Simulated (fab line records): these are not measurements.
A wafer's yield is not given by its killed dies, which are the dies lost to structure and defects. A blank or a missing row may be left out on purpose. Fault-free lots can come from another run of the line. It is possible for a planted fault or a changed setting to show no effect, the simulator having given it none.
Matching of chambers ; flow n5 finfet ; N5_BEOL_M2_STRIP_66 on rie diel-01 has 4 sister chambers
The step strips in CF4. 8 wafers are shown with their chamber, then 7 later ones without.

WAFERS, EACH WITH ITS CHAMBER
wafer;chamber;showerhead plenum p Torr (Torr);drypump motor current A (A)
L078.3;0;1.73;5.7
L079.2;3;1.84;5.3
L079.4;1;1.82;5.8
L086.3;1;1.82;5.7
L086.4;3;1.84;5.3
L086.6;2;1.76;5.9
L088.1;0;1.72;5.8
L088.4;2;1.76;5.9

WAFERS MISSING THEIR CHAMBER
wafer;showerhead plenum p Torr (Torr);drypump motor current A (A)
L088.5;1.76;5.9
L089.2;1.84;5.3
L089.4;1.76;5.9
L089.6;1.76;5.9
L093.2;1.81;5.7
L093.3;1.84;5.3
L093.5;1.76;5.9

THE CHAMBER EACH PASSED THROUGH
wafer;from the rows above;in truth
L088.5;2;2
L089.2;3;3
L089.4;2;2
L089.6;2;2
L093.2;1;1
L093.3;3;3
L093.5;2;2
Correctly placed: 7 of 7. Can't be placed from these rows: 0. Placed wrongly: 0.
How it was worked out, from the rows above alone: a wafer's distance from a chamber is the root of the sum, over the readings, of the square of ((its reading less the chamber's mean) divided by the reading's scatter). The wafer belongs to the nearest chamber; if the next one is less than 2 further off, it can't be placed. The mean given for a chamber averages the wafers shown for that chamber. How the scatter is found: for the shown wafers, subtract from each reading the mean of its chamber, square and add these, divide the total by (wafers less chambers), then take the root.
